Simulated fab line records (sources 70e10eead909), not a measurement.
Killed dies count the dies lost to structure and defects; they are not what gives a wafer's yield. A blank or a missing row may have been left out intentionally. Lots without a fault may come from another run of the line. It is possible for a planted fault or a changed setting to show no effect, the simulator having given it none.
Matching of chambers    flow nand_harc    pecvd-04 running NHARC_A_ONON_D2_DEP_33: 3 sister chambers
The step deposits SiO2, target thk 200 nm. 3 wafers are shown with their chamber, then 7 later ones without.

WAFERS PAIRED WITH THEIR CHAMBERS
wafer   chamber  throttle_valve_pct (%)
L442.5  0        15.7
L460.2  2        15.1
L460.4  1        15.8

WAFERS WHOSE CHAMBER IS MISSING
wafer   throttle_valve_pct (%)
L460.5  16.0
L461.3  15.3
L461.4  15.7
L461.6  15.2
L463.1  15.1
L463.2  15.6
L463.6  16.3

WHICH CHAMBER EACH ONE RAN IN
wafer   from the rows above           in truth
L460.5  can't be placed: 1 or 0       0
L461.3  can't be placed: 2 or 0 or 1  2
L461.4  can't be placed: 0 or 1       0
L461.6  can't be placed: 2 or 0       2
L463.1  2                             2
L463.2  can't be placed: 0 or 1 or 2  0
L463.6  can't be placed: 1 or 0       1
Correctly placed: 1 of 7. Unplaceable from these rows: 6, with the true chamber sitting among the candidates in 6. 0 placed wrongly.
How it was worked out, from the rows above alone: a wafer's distance from a chamber is the root of the sum, over the readings, of the square of ((its reading less the chamber's mean) divided by the reading's scatter). If the next closest chamber is less than 2 further off than the closest, the wafer can't be placed; otherwise it belongs to the closest. Each chamber's mean is taken over the wafers shown for it. The scatter: root of mean squared gap, hidden wafer to nearest shown wafer, with one shown wafer a chamber.
